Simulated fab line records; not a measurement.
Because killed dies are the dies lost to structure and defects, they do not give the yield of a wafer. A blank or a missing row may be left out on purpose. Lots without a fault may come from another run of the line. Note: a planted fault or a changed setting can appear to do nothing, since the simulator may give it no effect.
Chamber matching | flow n5-finfet | 4 sister chambers for N5_BEOL_M14_STRIP_37 on rie-diel-06
The step strips in O2. 22 wafers are shown with their chamber, then 11 later ones without.

WAFERS WITH THEIR CHAMBER
wafer  | chamber | drypump-motor-current-A (A) | showerhead-plenum-p-Torr (Torr) | oes-product-au (a.u.)
L075.1 | 3       | 5.8                         | 2.11                            | 0.79
L075.3 | 1       | 4.8                         | 2.04                            | 0.69
L075.5 | 0       | 6.2                         | 2.04                            | 0.97
L081.2 | 0       | 6.2                         | 2.04                            | 0.95
L081.3 | 3       | 5.9                         | 2.10                            | 0.79
L081.5 | 1       | 4.8                         | 2.04                            | 0.68
L078.1 | 0       | 6.2                         | 2.04                            | 0.93
L078.3 | 2       | 5.1                         | 2.22                            | 0.75
L078.6 | 2       | 5.1                         | 2.22                            | 0.76
L080.1 | 3       | 5.8                         | 2.10                            | 0.78
L080.2 | 0       | 6.2                         | 2.04                            | 0.91
L080.3 | 2       | 5.1                         | 2.22                            | 0.76
L080.4 | 1       | 4.8                         | 2.03                            | 0.66
L080.5 | 2       | 5.1                         | 2.22                            | 0.75
L080.6 | 3       | 5.8                         | 2.10                            | 0.77
L085.3 | 2       | 5.1                         | 2.21                            | 0.75
L085.4 | 3       | 5.8                         | 2.10                            | 0.77
L085.6 | 3       | 5.8                         | 2.10                            | 0.78
L089.4 | 0       | 6.2                         | 2.04                            | 0.90
L089.5 | 3       | 5.9                         | 2.09                            | 0.75
L089.6 | 0       | 6.2                         | 2.04                            | 0.90
L091.2 | 2       | 5.1                         | 2.21                            | 0.74

SIGNATURES, as means of the wafers listed above
reading                  | chamber 0 | chamber 1 | chamber 2 | chamber 3 | scatter within a chamber
drypump-motor-current-A  | 6.200     | 4.800     | 5.100     | 5.829     | 0.0282
showerhead-plenum-p-Torr | 2.0400    | 2.0367    | 2.2167    | 2.1000    | 0.00471
oes-product-au           | 0.9267    | 0.6767    | 0.7517    | 0.7757    | 0.0183
Rule: distance of a wafer from a chamber = root of the sum over the readings of ((wafer's reading minus chamber's mean) / reading's scatter) squared. The wafer belongs to the nearest chamber; if the next one is less than 2 further off, it can't be placed. The scatter: the root of (the sum of the squares of (reading less its chamber's mean) over the shown wafers, divided by (wafers less chambers)).

WAFERS WITH NO CHAMBER GIVEN
wafer  | drypump-motor-current-A (A) | showerhead-plenum-p-Torr (Torr) | oes-product-au (a.u.)
L091.3 | 5.9                         | 2.09                            | 0.74
L091.4 | 5.1                         | 2.21                            | 0.73
L092.1 | 5.9                         | 2.09                            | 0.76
L092.2 | 4.8                         | 2.03                            | 0.91
L092.3 | 6.2                         | 2.03                            | 0.90
L092.4 | 5.1                         | 2.20                            | 0.73
L092.5 | 4.8                         | 2.03                            | 0.90
L092.6 | 6.3                         | 2.03                            | 0.89
L095.1 | 4.8                         | 2.03                            | 0.90
L095.3 | 5.9                         | 2.09                            | 0.74
L095.4 | 5.1                         | 2.20                            | 0.74

WHICH CHAMBER EACH ONE RAN IN
wafer  | from the rows above | in truth
L091.3 | 3                   | 3
L091.4 | 2                   | 2
L092.1 | 3                   | 3
L092.2 | 1                   | 1
L092.3 | 0                   | 0
L092.4 | 2                   | 2
L092.5 | 1                   | 1
L092.6 | 0                   | 0
L095.1 | 1                   | 1
L095.3 | 3                   | 3
L095.4 | 2                   | 2
11 of 11 placed correctly. Number that these rows cannot place: 0. Number placed wrongly: 0.
